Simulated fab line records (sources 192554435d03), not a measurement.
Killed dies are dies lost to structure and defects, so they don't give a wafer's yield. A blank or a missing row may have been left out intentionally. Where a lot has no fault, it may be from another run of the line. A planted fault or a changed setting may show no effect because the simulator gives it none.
fab line records	flow n5_finfet
record lots=6	wafers=17	last_day=16
route steps=1938 shown BEOL_M9@1426 PASSIVATION@1936
lots untouched by any fault: they come from a run of this same line in which no faults occurred
start_h: hours from the record's opening day to when the first of the lot's shown wafers began	wait_h: hours since the lot's step before	" unchanged from the row above	L1.1+2: several wafers, shown together as one row	- no value present, or no start provided	* or withheld: withheld	< > ~ a bound
route shown NAME@n: names a module that has steps shown in the file, with the first one's number in the route	usual: mean/standard deviation taken from wafers without a fault	same: alike in all rows	chamber/n: place in a boat	sites: per-site readings	_std_site: the values' standard deviation	_edge_site: inner sites' mean taken away from outer sites' mean	radius_mm: for every site, how far away it sits from the centre of the wafer	mask NAME#n: copy n	behind: the last tool/chamber to shape the wafer	hold: reason for holding the lot/hours on hold/outcome of the hold	device: the n, p or np transistor that did not switch	end of line: the tests these same wafers got at the end of their route	where a step has no rows: the recipe by itself	killed: at the first sort, the dies lost to defects and structure; wafer yield is something else	map: dies across one wafer; x = killed, . = not, _ = none there
set.NAME: setting as actually run; set.NAME@STEP: the setting as run at that earlier step	model.NAME: the simulator's own value behind a step, which no gauge read
lots at selected steps of the route; one table per step, one row per wafer
services: when a tool's chamber went out of use (start_h, in hours from the record's first day, below 0 if earlier), for how many hours, and the reason
## steps
# step N5_BEOL_M9_COAT_64
# recipe resist=SiARC	temp_c=220	time_s=60	spin_rpm=1500	resist_thk_nm=12
# step N5_BEOL_M9_COAT_75
# recipe resist=underlayer	temp_c=205	time_s=60	spin_rpm=1500	resist_thk_nm=5
# step N5_BEOL_M9_COAT_22
# recipe resist=CAR-EUV	spin_rpm=1500	resist_thk_nm=30
# step N5_BEOL_M9_EBR_24
# recipe solvent=PGMEA	ebr_width_mm=1.5
# step N5_BEOL_M9_SOFTBAKE_23
# recipe temp_c=110	time_s=60	resist=CAR-EUV
# step N5_BEOL_M9_EXPOSE_25
# recipe mask_id=V8	na=0.33	source_shape=annular	sigma_inner=0.4	sigma_outer=0.8	polarization=unpolarized	dose_mj=37.25
# step N5_BEOL_M9_PEB_26
# recipe peb_temp_c=100	peb_time_s=60	resist=CAR-EUV
# step N5_BEOL_M9_DEVELOP_27
# recipe develop_time_s=30	developer=TMAH	resist=CAR-EUV	rinse_liquid=surfactant_rinse	dry=air_spin	dev_temp_c=23
# step N5_BEOL_M9_CD_MEAS_28
# recipe target_cd_nm=70	landing_energy_ev=500	detector=se_inlens	polarity=opening
# usual cd_nm=70.02/0.26
lot.wafer	tool	chamber	start_h	wait_h	cd_nm
L165.1	cd_sem-03	0	231.79	-	70.19
L165.5	"	0	"	"	70.72
L165.6	"	0	"	"	70.06
L166.1	cd_sem-01	0	241.44	-	69.61
L166.2	"	0	"	"	70.01
L166.3	"	0	"	"	70.21
L171.1	cd_sem-02	0	267.47	-	69.85
L171.2	"	0	"	"	69.95
L171.6	"	0	"	"	70.36
L172.4	cd_sem-02	0	282.70	-	70.47
L172.5	"	0	"	"	70.27
L172.6	"	0	"	"	70.36
L173.3	cd_sem-02	0	295.87	-	70.14
L173.4	"	0	"	"	70.22
L173.5	"	0	"	"	70.16
L175.1	cd_sem-03	0	302.05	-	69.72
L175.6	"	0	"	"	70.12
# step N5_BEOL_M9_OVL_MEAS_29
# recipe points_per_wafer=522
# usual V8_OVL=-0.1/0.81
lot.wafer	tool	chamber	start_h	wait_h	V8_OVL[nm]
L165.1	overlay-02	0	231.82	0.0	-0.8
L165.5	"	0	"	"	-0.7
L165.6	"	0	"	"	-1.2
L166.1	overlay-01	0	241.47	0.0	-0.6
L166.2	"	0	"	"	-1.3
L166.3	"	0	"	"	-0.3
L171.1	overlay-01	0	267.50	0.0	-1.2
L171.2	"	0	"	"	-0.3
L171.6	"	0	"	"	-1.1
L172.4	overlay-02	0	282.74	0.0	-1.3
L172.5	"	0	"	"	-2.1
L172.6	"	0	"	"	-0.7
L173.3	overlay-02	0	295.91	0.0	-0.6
L173.4	"	0	"	"	-0.5
L173.5	"	0	"	"	-1.2
L175.1	overlay-02	0	302.08	0.0	-0.9
L175.6	"	0	"	"	-1.5
# step N5_BEOL_M9_INSPECT_30
# recipe mode=adi	inspect_instrument=brightfield
# usual raw_defect_count=415/120
lot.wafer	tool	chamber	start_h	wait_h	raw_defect_count
L165.1	defect_inspect-02	-	231.88	0.1	489
L165.5	"	-	"	"	556
L165.6	"	-	"	"	957
L166.1	defect_inspect-02	-	241.53	0.1	378
L166.2	"	-	"	"	524
L166.3	"	-	"	"	599
L171.1	defect_inspect-02	-	267.56	0.1	397
L171.2	"	-	"	"	468
L171.6	"	-	"	"	400
L172.4	defect_inspect-01	-	282.78	0.0	544
L172.5	"	-	"	"	440
L172.6	"	-	"	"	303
L173.3	defect_inspect-01	-	295.96	0.0	466
L173.4	"	-	"	"	514
L173.5	"	-	"	"	516
L175.1	defect_inspect-02	-	302.14	0.1	538
L175.6	"	-	"	"	464
# step N5_BEOL_M9_DESCUM_33
# recipe chemistry=O2	time_s=7	source_power_w=50	bias_power_w=20	pressure_mtorr=20	rf_frequency_hz=2.712e+07	temp_c=40	resist=CAR-EUV	o2_flow_sccm=225
# usual drypump_motor_current_A=5.8/0.33	oes_product_au=0.75/0.07	rf_vpp_V=243.0/1.4	showerhead_plenum_p_Torr=2.08/0.072	throttle_valve_pct=20.47/0.16
lot.wafer	tool	chamber	start_h	wait_h	drypump_motor_current_A	oes_product_au	rf_hours_counter_h	rf_vpp_V	showerhead_plenum_p_Torr	throttle_valve_pct
L165.1	rie_diel-06	2	231.91	0.0	5.6	0.74	185	241.9	2.01	20.60
L165.5	"	1	"	"	6.5	0.75	-	242.4	2.08	20.57
L165.6	"	0	"	"	5.7	0.70	-	239.6	1.98	20.63
L166.1	rie_diel-06	0	241.56	0.0	5.8	0.71	212	242.1	1.98	20.64
L166.2	"	3	"	"	6.0	0.72	185	240.4	1.99	20.50
L166.3	"	2	"	"	5.7	0.73	187	240.4	2.01	20.60
L171.1	rie_diel-02	0	267.65	0.1	5.5	0.87	31	244.7	2.13	20.42
L171.2	"	2	"	"	5.9	0.70	206	241.8	1.99	20.40
L171.6	"	2	"	"	5.9	0.70	-	239.6	1.99	20.42
L172.4	rie_diel-02	0	282.82	0.0	5.5	0.87	35	243.3	2.13	20.42
L172.5	"	1	"	"	5.5	0.77	-	244.4	2.18	20.57
L172.6	"	0	"	"	5.5	0.86	-	243.3	2.13	20.39
L173.3	rie_diel-06	2	295.99	0.0	5.6	0.73	205	240.8	2.00	20.62
L173.4	"	3	"	"	6.0	0.70	200	242.0	1.98	20.51
L173.5	"	2	"	"	5.7	0.72	-	241.8	2.00	20.63
L175.1	rie_diel-02	0	302.18	0.0	5.5	0.86	40	244.0	2.13	20.41
L175.6	"	3	"	"	6.3	0.72	-	242.8	2.09	20.42
# step N5_BEOL_M9_ETCH_76
# recipe chemistry=N2/H2	target=underlayer	target_depth_a=65	mask_material=CAR-EUV	time_s=5.2	ion_energy_ev=200	pressure_mtorr=30	source_w=840	bias_w=150	n2_flow_sccm=200	h2_flow_sccm=200	ends=cleared
# usual drypump_motor_current_A=5.8/0.33	etch_rf_on_time_s=5.19/0.085	oes_product_au=0.65/0.063	rf_vpp_V=523.8/2.8	showerhead_plenum_p_Torr=2.53/0.093	throttle_valve_pct=17.95/0.16
lot.wafer	tool	chamber	start_h	wait_h	drypump_motor_current_A	etch_rf_on_time_s	oes_product_au	rf_hours_counter_h	rf_vpp_V	showerhead_plenum_p_Torr	throttle_valve_pct
L165.1	rie_diel-06	2	231.95	0.0	5.6	5.06	0.64	185	519.9	2.43	17.88
L165.5	"	1	"	"	6.5	5.07	0.66	-	523.6	2.53	18.06
L165.6	"	0	"	"	5.8	5.18	0.60	-	523.8	2.40	18.11
L166.1	rie_diel-06	0	241.60	0.0	5.7	5.32	0.60	212	519.6	2.40	18.12
L166.2	"	3	"	"	5.9	5.24	0.61	185	519.1	2.44	18.12
L166.3	"	2	"	"	5.7	5.11	0.64	187	522.0	2.42	17.89
L171.1	rie_diel-02	0	267.68	0.0	5.5	5.19	0.75	31	528.3	2.61	17.96
L171.2	"	2	"	"	5.9	5.21	0.60	206	522.0	2.40	17.81
L171.6	"	2	"	"	5.8	5.26	0.60	-	518.2	2.40	17.81
L172.4	rie_diel-02	0	282.85	0.0	5.5	5.09	0.75	35	524.7	2.60	17.95
L172.5	"	1	"	"	5.5	5.04	0.67	-	526.1	2.65	18.03
L172.6	"	0	"	"	5.5	6.39	0.66	-	525.6	2.60	17.94
L173.3	rie_diel-06	2	296.03	0.0	5.7	5.08	0.63	205	519.1	2.42	17.89
L173.4	"	3	"	"	5.9	5.24	0.61	200	519.9	2.43	18.18
L173.5	"	2	"	"	5.6	5.09	0.62	-	519.7	2.42	17.93
L175.1	rie_diel-02	0	302.21	0.0	5.5	6.39	0.67	40	526.3	2.60	17.98
L175.6	"	3	"	"	6.3	6.54	0.55	-	524.3	2.54	17.91
# step N5_BEOL_M9_ETCH_65
# recipe chemistry=CF4	target=SiARC	target_depth_a=156	mask_material=CAR-EUV	time_s=26	ion_energy_ev=80	pressure_mtorr=40	source_w=545	bias_w=36	Ar_flow_sccm=100	cf4_flow_sccm=100	ends=cleared
# usual drypump_motor_current_A=5.8/0.33	etch_rf_on_time_s=25.8/0.4	oes_product_au=0.65/0.063	rf_vpp_V=183.9/1.1	showerhead_plenum_p_Torr=2.13/0.071	throttle_valve_pct=15.70/0.16
lot.wafer	tool	chamber	start_h	wait_h	drypump_motor_current_A	etch_rf_on_time_s	oes_product_au	rf_hours_counter_h	rf_vpp_V	showerhead_plenum_p_Torr	throttle_valve_pct
L165.1	rie_diel-06	2	231.96	0.0	5.6	25.4	0.65	185	183.8	2.06	15.79
L165.5	"	1	"	"	6.5	25.6	0.64	-	184.8	2.13	15.79
L165.6	"	0	"	"	5.7	26.2	0.60	-	183.3	2.04	15.88
L166.1	rie_diel-06	0	241.62	0.0	5.7	26.1	0.60	212	183.6	2.03	15.85
L166.2	"	3	"	"	5.9	26.2	0.62	185	184.2	2.05	15.78
L166.3	"	2	"	"	5.7	25.5	0.63	187	183.0	2.06	15.80
L171.1	rie_diel-02	0	267.70	0.0	5.5	25.5	0.76	31	183.2	2.18	15.56
L171.2	"	2	"	"	5.9	25.5	0.60	206	181.6	2.03	15.62
L171.6	"	2	"	"	5.9	25.5	0.61	-	184.2	2.03	15.61
L172.4	rie_diel-02	0	282.87	0.0	5.5	25.5	0.76	35	185.7	2.18	15.58
L172.5	"	1	"	"	5.5	25.4	0.67	-	184.8	2.24	15.80
L172.6	"	0	"	"	5.5	25.6	0.76	-	184.1	2.18	15.57
L173.3	rie_diel-06	2	296.05	0.0	5.7	25.3	0.63	205	182.7	2.06	15.85
L173.4	"	3	"	"	5.9	26.8	0.60	200	183.8	2.05	15.81
L173.5	"	2	"	"	5.7	25.6	0.62	-	185.2	2.06	15.83
L175.1	rie_diel-02	0	302.23	0.0	5.5	25.5	0.75	40	185.3	2.18	15.57
L175.6	"	3	"	"	6.3	26.0	0.61	-	183.1	2.14	15.66
# step N5_PASSIVATION_PROBE_49
# usual defect_limited_yield=91.6/1.4	killed_at_M0_to_M3=34/8.9	killed_at_M4_up=13/5	killed_at_contacts=12/7	killed_at_front_end=38/11	killed_at_other=3.2/2.9	killed_dies=99/16	killed_open=65/13	killed_short=32/7.6	sort_bin_5_function=5.0/0.9	sort_bin_6_memory=3.1/0.65	sort_n_pass=1081/16	sort_yield_pct=91.6/1.4
# same gross_dies=1180	killed_at_back_side=0	sort_bin_4_leakage[%]=0	sort_bin_8_speed[%]=0
lot.wafer	tool	chamber	start_h	wait_h	defect_limited_yield[%]	killed_at_M0_to_M3	killed_at_M4_up	killed_at_contacts	killed_at_front_end	killed_at_other	killed_dies	killed_open	killed_short	sort_bin_5_function[%]	sort_bin_6_memory[%]	sort_n_pass	sort_yield_pct[%]
L165.1	prober-01	-	285.67	0.7	91.2	49	25	3	25	2	104	68	35	5.3	3.2	1076	91.2
L165.5	prober-01	-	285.87	0.9	91.1	50	17	9	26	3	105	67	38	4.9	3.7	1075	91.1
L165.6	prober-01	-	285.92	0.9	92.6	33	13	10	24	7	87	65	21	4.5	2.7	1093	92.6
L166.1	prober-02	-	303.19	0.0	90.3	46	9	18	37	4	114	81	33	6.2	3.1	1066	90.3
L166.2	prober-02	-	303.24	0.1	91.2	51	19	8	25	1	104	74	30	5.0	3.6	1076	91.2
L166.3	prober-02	-	303.29	0.1	91.4	44	15	9	31	3	102	67	35	4.7	3.4	1078	91.4
L171.1	prober-01	-	336.20	0.0	93.6	25	3	3	40	5	76	43	32	3.8	2.4	1104	93.6
L171.2	prober-01	-	336.25	0.1	91.4	37	12	8	36	9	102	67	33	5.8	2.9	1078	91.4
L171.6	prober-01	-	336.45	0.3	92.5	39	14	9	25	1	88	56	32	4.4	2.5	1092	92.5
L173.3	prober-02	-	349.84	0.1	91.7	25	15	7	48	3	98	64	34	5.3	2.7	1082	91.7
L173.4	prober-02	-	349.89	0.2	90.7	24	15	7	62	2	110	68	40	5.4	3.6	1070	90.7
L173.5	prober-02	-	349.94	0.2	90.5	51	9	4	46	2	112	69	42	5.4	3.8	1068	90.5
L172.4	prober-02	-	350.44	0.2	91.4	40	12	10	39	1	102	68	30	4.7	4.0	1078	91.4
L172.5	prober-02	-	350.49	0.2	90.8	34	14	16	38	7	109	72	35	5.3	3.6	1071	90.8
L172.6	prober-02	-	350.54	0.3	90.8	29	18	3	53	6	109	66	41	5.7	3.6	1071	90.8
L175.1	prober-01	-	371.93	0.0	92.3	23	12	10	45	1	91	62	27	4.2	3.2	1089	92.3
L175.6	prober-01	-	372.18	0.3	90.2	35	11	11	57	2	116	72	35	5.7	3.3	1064	90.2
# killed by level:class
L165.1 BEOL_M2:geometric_particle:open=16 BEOL_M4:geometric_particle:open=12 FIN_SAQP:geometric_particle:short=7 BEOL_M1:geometric_particle:open=7 BEOL_M3:geometric_particle:open=6 BEOL_M4:geometric_particle:short=6 BEOL_M0_SAQP:geometric_particle:open=5 BEOL_M0_SAQP:geometric_particle:short=5
L165.5 BEOL_M2:geometric_particle:open=12 BEOL_M0_SAQP:geometric_particle:open=9 BEOL_M2:geometric_particle:short=9 MOL_CONTACT_COAG:geometric_particle:open=7 BEOL_M3:geometric_particle:open=7 BEOL_M4:geometric_particle:open=7 FIN_SAQP:geometric_particle:short=6 BEOL_M0_SAQP:geometric_particle:short=6
L165.6 BEOL_M2:geometric_particle:open=16 MOL_CONTACT_COAG:geometric_particle:open=8 STI_FIN_REVEAL:geometric_particle:open=7 BEOL_M2:geometric_particle:short=5 FIN_SAQP:geometric_particle:open=4 FIN_SAQP:geometric_particle:short=4 BEOL_M4:geometric_particle:open=4 MIM_TOP_ETCH:geometric_particle:open=4
L166.1 MOL_CONTACT_COAG:geometric_particle:open=16 STI_FIN_REVEAL:geometric_particle:open=11 BEOL_M0:geometric_particle:open=9 BEOL_M3:geometric_particle:open=7 BEOL_M0_SAQP:geometric_particle:open=7 FIN_SAQP:geometric_particle:open=6 BEOL_M0_SAQP:geometric_particle:short=6 STARTING-WAFER:geometric_particle:short=5
L166.2 BEOL_M4:geometric_particle:open=10 BEOL_M2:geometric_particle:open=9 BEOL_M0_SAQP:geometric_particle:open=9 BEOL_M0_SAQP:geometric_particle:short=8 BEOL_M0:geometric_particle:open=8 MOL_CONTACT_COAG:geometric_particle:open=6 DUMMY_GATE:geometric_particle:open=5 BEOL_M3:geometric_particle:open=5
L166.3 BEOL_M0_SAQP:geometric_particle:short=9 MOL_CONTACT_COAG:geometric_particle:open=8 BEOL_M0:geometric_particle:open=8 DUMMY_GATE:geometric_particle:open=7 BEOL_M4:geometric_particle:open=6 STI_FIN_REVEAL:geometric_particle:open=5 BEOL_M2:geometric_particle:short=5 BEOL_M0_SAQP:geometric_particle:open=4
L171.1 FIN_SAQP:geometric_particle:short=12 FIN_SAQP:geometric_particle:open=9 STI_FIN_REVEAL:geometric_particle:open=5 BEOL_M0:geometric_particle:open=4 BEOL_M2:geometric_particle:open=4 DUMMY_GATE:geometric_particle:open=3 BEOL_M0_SAQP:geometric_particle:short=3 BEOL_M1:geometric_particle:open=3
L171.2 BEOL_M2:geometric_particle:open=11 MOL_CONTACT_COAG:geometric_particle:open=8 BEOL_M0_SAQP:geometric_particle:short=8 BEOL_M4:geometric_particle:open=8 FIN_SAQP:geometric_particle:open=6 FIN_SAQP:geometric_particle:short=6 BEOL_M1:geometric_particle:open=6 BEOL_M0_SAQP:geometric_particle:open=6
L171.6 MOL_CONTACT_COAG:geometric_particle:open=8 BEOL_M0_SAQP:geometric_particle:open=8 BEOL_M0_SAQP:geometric_particle:short=8 BEOL_M2:geometric_particle:open=8 BEOL_M4:geometric_particle:open=7 FIN_SAQP:geometric_particle:short=5 BEOL_M1:geometric_particle:open=5 FIN_SAQP:geometric_particle:open=4
L173.3 DUMMY_GATE:geometric_particle:open=9 BEOL_M0_SAQP:geometric_particle:open=8 GATE_CUT:geometric_particle:short=7 GATE_CUT:geometric_particle:open=7 BEOL_M0_SAQP:geometric_particle:short=7 FIN_SAQP:geometric_particle:short=6 FIN_SAQP:geometric_particle:open=5 STI_FIN_REVEAL:geometric_particle:open=5
L173.4 STI_FIN_REVEAL:geometric_particle:open=14 FIN_SAQP:geometric_particle:open=12 FIN_SAQP:geometric_particle:short=9 BEOL_M0_SAQP:geometric_particle:open=9 MOL_CONTACT_COAG:geometric_particle:open=7 BEOL_M0_SAQP:geometric_particle:short=7 DUMMY_GATE:geometric_particle:open=6 BEOL_M4:geometric_particle:open=6
L173.5 BEOL_M0_SAQP:geometric_particle:open=19 BEOL_M0_SAQP:geometric_particle:short=17 STI_FIN_REVEAL:geometric_particle:open=15 FIN_SAQP:geometric_particle:open=9 STI_FIN_REVEAL:geometric_particle:short=5 DUMMY_GATE:geometric_particle:open=4 BEOL_M0:geometric_particle:short=4 BEOL_M4:geometric_particle:open=4
L172.4 BEOL_M0_SAQP:geometric_particle:open=13 STI_FIN_REVEAL:geometric_particle:open=10 MOL_CONTACT_COAG:geometric_particle:open=9 BEOL_M0_SAQP:geometric_particle:short=8 FIN_SAQP:geometric_particle:open=6 FIN_SAQP:geometric_particle:short=6 BEOL_M1:geometric_particle:open=5 BEOL_M3:geometric_particle:open=5
L172.5 STI_FIN_REVEAL:geometric_particle:open=12 MOL_CONTACT_COAG:geometric_particle:open=12 BEOL_M0:geometric_particle:open=9 BEOL_M0_SAQP:geometric_particle:open=8 BEOL_M3:geometric_particle:open=7 BEOL_M0_SAQP:geometric_particle:short=5 STARTING-WAFER:geometric_particle:short=5 GATE_CUT:geometric_particle:short=4
L172.6 BEOL_M0_SAQP:geometric_particle:open=13 STI_FIN_REVEAL:geometric_particle:open=12 BEOL_M4:geometric_particle:open=9 FIN_SAQP:geometric_particle:short=8 BEOL_M0_SAQP:geometric_particle:short=8 BEOL_M2:geometric_particle:open=6 STARTING-WAFER:geometric_particle:open=6 STI_FIN_REVEAL:geometric_particle:short=5
L175.1 STI_FIN_REVEAL:geometric_particle:open=15 GATE_CUT:geometric_particle:open=8 MOL_CONTACT_COAG:geometric_particle:open=8 GATE_CUT:geometric_particle:short=7 BEOL_M0_SAQP:geometric_particle:open=7 BEOL_M0_SAQP:geometric_particle:short=5 BEOL_M4:geometric_particle:open=5 BEOL_M5:geometric_particle:open=4
L175.6 STI_FIN_REVEAL:geometric_particle:open=10 BEOL_M2:geometric_particle:open=10 FIN_SAQP:geometric_particle:short=9 MOL_CONTACT_COAG:geometric_particle:open=9 HKMG_FIN:area_etch=8 BEOL_M1:geometric_particle:open=7 FIN_SAQP:geometric_particle:open=6 STI_FIN_REVEAL:geometric_particle:short=5
## services
tool	chamber	start_h	hours	kind
rie_diel-06	2	214.67	1.5	repair
rie_diel-02	0	223.75	14.0	repair
rie_diel-06	3	272.28	4.0	repair
## key
first_sign step=N5_BEOL_M9_ETCH_76	reading=etch_rf_on_time_s	direction=up	sigmas=15	usual=*	struck=*
effect none on later readings
met_at N5_BEOL_M9_ETCH_76
struck_wafers L172.6,L175.1,L175.6
onset_between 267.68 282.85
fault kind=process_parameter_drift	tool=rie_diel-02	chamber=-	onset_h=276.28	steps=N5_BEOL_M9_ETCH_76	channel=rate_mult	offset=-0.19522	shape=step	end_h=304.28	scope=struck_wafers_only
